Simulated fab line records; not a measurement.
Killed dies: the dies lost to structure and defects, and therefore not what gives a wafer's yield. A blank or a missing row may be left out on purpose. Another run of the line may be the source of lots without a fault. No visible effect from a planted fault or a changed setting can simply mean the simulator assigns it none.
A lot that was struck, set against a sound lot ; flow nand harc ; 13 steps out of a route of 1159
Sound: wafers L837.2, L837.3, L837.5. Wafers struck: L832.2, L832.3, L832.4. At the end, the cause is stated.
Each step with rows lists, per side, the tool, then ch with its chambers, then its first start. Under that, the readings that differ: sound wafers ; struck wafers ; difference of the means ; sigmas: that difference in standard deviations of wafers without a fault.
alike: readings whose means differ by less than 2 such deviations, and words and numbers that are the same on both sides. not compared: withheld readings, readings that some wafer has no value for, bounds like >300 that may hide the same value, and numbers for which the record gives no deviation and whose values overlap.
A row with sigmas, a row that says differs or no value, or rows on one side alone: a step with any of these is where the two part. When numbers do not overlap yet have no deviation, they are printed without sigmas and do not part them. A reading that every wafer of one side lacks parts them only if that side has two wafers or more.

first, 1 step without rows for these wafers: NHARC_P_BONDPAD_SRD_31 (time 30 s, dry time 20 s).
NHARC_A_START_INSPECT_01:
  sound: defect inspect-02 at day 10 13:35; struck: defect inspect-02 at day 8 09:40
  alike: raw defect count
then, 10 steps without rows for these wafers: NHARC_A_ZERO_WELL_PRECLEAN_00 (cleans in SPM, time 600 s); NHARC_A_ZERO_WELL_SRD_01; NHARC_A_ZERO_WELL_DEHYDRATE_02 (time 120 s); NHARC_A_ZERO_WELL_HMDS_03 (time 30 s); NHARC_A_ZERO_WELL_COAT_18 (time 65 s); NHARC_A_ZERO_WELL_COAT_04 (resist thk 600 nm); NHARC_A_ZERO_WELL_SOFTBAKE_05 (time 70 s); NHARC_A_ZERO_WELL_EBR_06; NHARC_A_ZERO_WELL_EXPOSE_07 (exposes mask A ZERO); NHARC_A_ZERO_WELL_PEB_08 (peb time 80 s).
NHARC_A_ZERO_WELL_DEVELOP_09: time 50 s.
  sound on litho track-05 ch 0, day 10 14:00; struck on litho track-05, day 8 10:00
  no value came back on the struck wafers for chill plate temp C (C), developer temp C (C); on the sound wafers chill plate temp C (C) reads 23.09 23.00 23.02

## WHERE THEY PART
Only at NHARC_A_ZERO_WELL_DEVELOP_09, as far as this record shows.

WHY: what the simulator had put in
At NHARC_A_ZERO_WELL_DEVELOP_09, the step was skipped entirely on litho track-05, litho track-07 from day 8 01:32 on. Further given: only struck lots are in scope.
